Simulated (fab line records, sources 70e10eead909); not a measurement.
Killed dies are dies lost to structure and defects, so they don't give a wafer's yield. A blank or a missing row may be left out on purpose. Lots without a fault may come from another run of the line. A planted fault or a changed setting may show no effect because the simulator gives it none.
A struck lot beside a sound one | flow nand_harc | 14 steps out of a route of 1159
Sound: wafers L601.1, L601.2, L601.3. Struck: wafer L606.4. (L606.2, L606.5 of the same lot were not struck and are left out.) The cause comes at the end.
At each step with rows: each side's tool, then ch and its chambers, then its first start. Under that, the readings that differ: sound wafers | struck wafers | difference of the means | sigmas: that difference in standard deviations of wafers without a fault.
alike: readings whose means differ by less than 2 such deviations, and words and numbers that are the same on both sides. not compared: withheld readings, readings that some wafer has no value for, bounds like >300 that may hide the same value, and numbers for which the record gives no deviation and whose values overlap.
The two part at a step that has a row with sigmas, a row that says differs or no value, or rows on one side only. Numbers that don't overlap but have no deviation are shown without sigmas and don't part them. A reading that every wafer of one side lacks parts them only if that side has two wafers or more.

NHARC_A_STAIRCASE_TRIM_189: chemistry O2, time 211.2 s.
  sound on rie_diel-08 ch 0,1,2; struck on rie_diel-01 ch 0
  reading                     | sound       | struck | difference | sigmas
  drypump_motor_current_A (A) | 6.1 5.9 5.1 | 6.6    | +0.9       | +2
  rf_hours_counter_h (h)      | 56 59 62    | 8      | -51        |
  alike: oes_product_au, rf_vpp_V, showerhead_plenum_p_Torr, throttle_valve_pct
then, 1 step without rows for these wafers: NHARC_A_STAIRCASE_ETCH_190 (etches the open film in C4F8/O2, target depth 100 nm, time 40.5 s).
NHARC_A_STAIRCASE_TRIM_191: chemistry O2, time 211.2 s.
  sound on rie_diel-08 ch 0,1,3; struck on rie_diel-01 ch 1
  reading                | sound          | struck | difference | sigmas
  rf_hours_counter_h (h) | 64 56 62       | 7      | -54        |
  rf_vpp_V (V)           | 59.2 56.3 56.9 | 59.4   | +1.9       | +2
  alike: drypump_motor_current_A, oes_product_au, showerhead_plenum_p_Torr, throttle_valve_pct
NHARC_A_STAIRCASE_ETCH_192: etches the open film in C4F8/O2, target depth 100 nm, time 40.5 s.
  sound on rie_diel-08 ch 0,1,3; struck on rie_diel-01 ch 0
  reading                | sound    | struck | difference | sigmas
  rf_hours_counter_h (h) | 62 56 64 | 8      | -53        |
  alike: oes_product_au, rf_vpp_V
then, 5 steps without rows for these wafers: NHARC_A_STAIRCASE_TRIM_193 (chemistry O2, time 211.2 s); NHARC_A_STAIRCASE_ETCH_194 (etches the open film in C4F8/O2, target depth 100 nm, time 40.5 s); NHARC_A_STAIRCASE_TRIM_196 (chemistry O2, time 211.2 s); NHARC_A_STAIRCASE_ETCH_197 (etches the open film in C4F8/O2, target depth 100 nm, time 40.5 s); NHARC_A_STAIRCASE_TRIM_198 (chemistry O2, time 211.2 s).
NHARC_A_STAIRCASE_ETCH_199: etches the open film in C4F8/O2, target depth 100 nm, time 40.5 s.
  sound on rie_diel-02 ch 0,2,3; struck on rie_diel-08 ch 2
  alike: oes_product_au, rf_vpp_V
  not compared: rf_hours_counter_h
NHARC_A_STAIRCASE_TRIM_200: chemistry O2, time 211.2 s.
  sound on rie_diel-02 ch 0,1,3; struck on rie_diel-08 ch 3
  alike: drypump_motor_current_A, oes_product_au, rf_vpp_V, showerhead_plenum_p_Torr, throttle_valve_pct
  not compared: rf_hours_counter_h
NHARC_A_STAIRCASE_ETCH_201: etches the open film in C4F8/O2, target depth 100 nm, time 40.5 s.
  sound on rie_diel-02 ch 0,1,3, day 13 07:57; struck on rie_diel-08 ch 0, day 15 03:55
  reading               | sound             | struck | difference | sigmas
  oes_product_au (a.u.) | 0.948 0.955 0.947 | 1.156  | +0.206     | +12
  rf_vpp_V (V)          | 897 900 897       | 889    | -9         | -2
  not compared: rf_hours_counter_h
then, 1 step without rows for these wafers: NHARC_A_STAIRCASE_TRIM_202 (chemistry O2, time 211.2 s).
-- the record jumps here: 9 days lie between the struck wafers' starts before and after (it left off in module A_STAIRCASE and takes up again in module END, whose first step shown is number 1159 of the route) --
NHARC_END_SORT_01:
  sound on prober-01 ch 0, day 21 09:29; struck on prober-01 ch 0, day 24 12:10
  reading             | sound    | struck                   | difference                   | sigmas
  hold                | - - -    | await_dispo/3.3h/release | no value on the sound wafers |
  killed_at_array     | 28 23 22 | 670                      | +646                         | +71
  killed_at_periphery | 2 1 0    | 7                        | +6                           | +2
  killed_dies         | 32 24 23 | 677                      | +651                         | +71
  alike: killed_at_other, killed_open, killed_short

WHERE THEY PART
First at NHARC_A_STAIRCASE_TRIM_189; last, within this record, at NHARC_END_SORT_01.

WHY: what the simulator had put in
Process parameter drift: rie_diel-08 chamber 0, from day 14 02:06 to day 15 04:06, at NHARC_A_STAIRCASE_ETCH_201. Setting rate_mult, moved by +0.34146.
